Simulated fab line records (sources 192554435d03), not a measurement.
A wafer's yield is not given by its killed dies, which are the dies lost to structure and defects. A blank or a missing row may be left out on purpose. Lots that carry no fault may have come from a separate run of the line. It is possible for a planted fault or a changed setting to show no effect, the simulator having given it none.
Matching of chambers || flow n5Finfet || N5_SPACER0_ALD_07 on aldSin-04: 4 sister chambers
The step deposits SiNx, target thk 2 nm. 20 wafers are shown with their chamber, then 10 later ones without.

== WAFERS, EACH WITH ITS CHAMBER ==
{"wafer": "L074.1", "chamber": 0, "heaterPowerW (W)": 790}
{"wafer": "L074.2", "chamber": 3, "heaterPowerW (W)": 898}
{"wafer": "L074.5", "chamber": 1, "heaterPowerW (W)": 1056}
{"wafer": "L075.3", "chamber": 0, "heaterPowerW (W)": 788}
{"wafer": "L075.4", "chamber": 3, "heaterPowerW (W)": 892}
{"wafer": "L075.5", "chamber": 2, "heaterPowerW (W)": 748}
{"wafer": "L079.2", "chamber": 0, "heaterPowerW (W)": 804}
{"wafer": "L079.3", "chamber": 3, "heaterPowerW (W)": 879}
{"wafer": "L079.4", "chamber": 1, "heaterPowerW (W)": 1027}
{"wafer": "L085.1", "chamber": 0, "heaterPowerW (W)": 776}
{"wafer": "L085.2", "chamber": 2, "heaterPowerW (W)": 763}
{"wafer": "L085.6", "chamber": 0, "heaterPowerW (W)": 798}
{"wafer": "L087.3", "chamber": 2, "heaterPowerW (W)": 770}
{"wafer": "L087.4", "chamber": 3, "heaterPowerW (W)": 874}
{"wafer": "L087.5", "chamber": 0, "heaterPowerW (W)": 790}
{"wafer": "L090.4", "chamber": 3, "heaterPowerW (W)": 901}
{"wafer": "L090.5", "chamber": 0, "heaterPowerW (W)": 792}
{"wafer": "L090.6", "chamber": 3, "heaterPowerW (W)": 890}
{"wafer": "L091.1", "chamber": 0, "heaterPowerW (W)": 785}
{"wafer": "L091.3", "chamber": 2, "heaterPowerW (W)": 761}

SIGNATURES, as means of the wafers listed above
{"reading": "heaterPowerW", "chamber 0": 790.38, "chamber 1": 1041.50, "chamber 2": 760.50, "chamber 3": 889.00, "scatter within a chamber": 10.4}
Rule: for a wafer and a chamber, the distance is found by dividing, reading by reading, the gap between the wafer's reading and the chamber's mean by the reading's scatter, squaring, summing and taking the root. If the next closest chamber is less than 2 further off than the closest, the wafer can't be placed; otherwise it belongs to the closest. The scatter: the root of (the sum of the squares of (reading less its chamber's mean) over the shown wafers, divided by (wafers less chambers)).

== WAFERS WITHOUT THEIR CHAMBER ==
{"wafer": "L091.6", "heaterPowerW (W)": 766}
{"wafer": "L095.4", "heaterPowerW (W)": 755}
{"wafer": "L095.5", "heaterPowerW (W)": 891}
{"wafer": "L095.6", "heaterPowerW (W)": 767}
{"wafer": "L096.1", "heaterPowerW (W)": 1027}
{"wafer": "L096.3", "heaterPowerW (W)": 890}
{"wafer": "L096.5", "heaterPowerW (W)": 756}
{"wafer": "L097.2", "heaterPowerW (W)": 802}
{"wafer": "L097.4", "heaterPowerW (W)": 906}
{"wafer": "L097.5", "heaterPowerW (W)": 1006}

== CHAMBER TAKEN BY EACH ==
{"wafer": "L091.6", "from the rows above": "can't be placed: 2 or 0", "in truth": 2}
{"wafer": "L095.4", "from the rows above": 2, "in truth": 2}
{"wafer": "L095.5", "from the rows above": 3, "in truth": 3}
{"wafer": "L095.6", "from the rows above": "can't be placed: 2 or 0", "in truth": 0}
{"wafer": "L096.1", "from the rows above": 1, "in truth": 1}
{"wafer": "L096.3", "from the rows above": 3, "in truth": 3}
{"wafer": "L096.5", "from the rows above": 2, "in truth": 2}
{"wafer": "L097.2", "from the rows above": 0, "in truth": 0}
{"wafer": "L097.4", "from the rows above": 3, "in truth": 3}
{"wafer": "L097.5", "from the rows above": 1, "in truth": 1}
Correct placement for 8 of the 10. Unplaceable from these rows: 2, with the true chamber sitting among the candidates in 2. Placed wrongly: 0.
